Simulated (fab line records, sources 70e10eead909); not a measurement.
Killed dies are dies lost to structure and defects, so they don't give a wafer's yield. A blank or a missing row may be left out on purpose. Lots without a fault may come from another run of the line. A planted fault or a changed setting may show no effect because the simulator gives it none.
Chamber matching | flow nand_harc | NHARC_A_CHANNEL_FILL_D1_ALD_14 on ald_hk-01: 4 sister chambers
The step deposits SiO2, target thk 2.5 nm, pulse time 10 s, ald cycles 25. 8 wafers are shown with their chamber, then 12 later ones without.

WAFERS WITH THEIR CHAMBER
wafer  | chamber | heater_power_w (W) | precursor_pulse_height_rel
L081.5 | 3       | 530                | 0.974
L083.3 | 0       | 448                | 0.995
L083.6 | 3       | 530                | 1.031
L085.3 | 0       | 465                | 1.006
L085.6 | 2       | 483                | 0.987
L087.3 | 1       | 547                | 1.020
L087.4 | 2       | 474                | 0.980
L087.6 | 1       | 532                | 1.001

WAFERS WITHOUT THEIR CHAMBER
wafer  | heater_power_w (W) | precursor_pulse_height_rel
L094.3 | 456                | 0.964
L094.5 | 477                | 0.994
L094.6 | 542                | 0.993
L093.1 | 533                | 0.981
L093.4 | 463                | 0.985
L093.5 | 547                | 0.998
L097.1 | 548                | 1.011
L097.2 | 463                | 0.960
L097.6 | 485                | 1.026
L096.1 | 555                | 0.996
L096.2 | 520                | 0.982
L096.5 | 526                | 1.003

WHICH CHAMBER EACH WENT THROUGH
wafer  | from the rows above     | in truth
L094.3 | can't be placed: 0 or 2 | 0
L094.5 | can't be placed: 2 or 0 | 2
L094.6 | can't be placed: 1 or 3 | 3
L093.1 | can't be placed: 3 or 1 | 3
L093.4 | can't be placed: 0 or 2 | 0
L093.5 | can't be placed: 1 or 3 | 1
L097.1 | can't be placed: 1 or 3 | 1
L097.2 | can't be placed: 0 or 2 | 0
L097.6 | can't be placed: 2 or 0 | 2
L096.1 | can't be placed: 1 or 3 | 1
L096.2 | can't be placed: 3 or 1 | 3
L096.5 | can't be placed: 3 or 1 | 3
Placed correctly: 0 of 12. Can't be placed from these rows: 12 (the true chamber is among the candidates in 12). Placed wrongly: 0.
How it was worked out, from the rows above alone: a wafer's distance from a chamber is the root of the sum, over the readings, of the square of ((its reading less the chamber's mean) divided by the reading's scatter). The wafer belongs to the nearest chamber; if the next one is less than 2 further off, it can't be placed. A chamber's mean is the mean of its shown wafers. The scatter: the root of (the sum of the squares of (reading less its chamber's mean) over the shown wafers, divided by (wafers less chambers)).
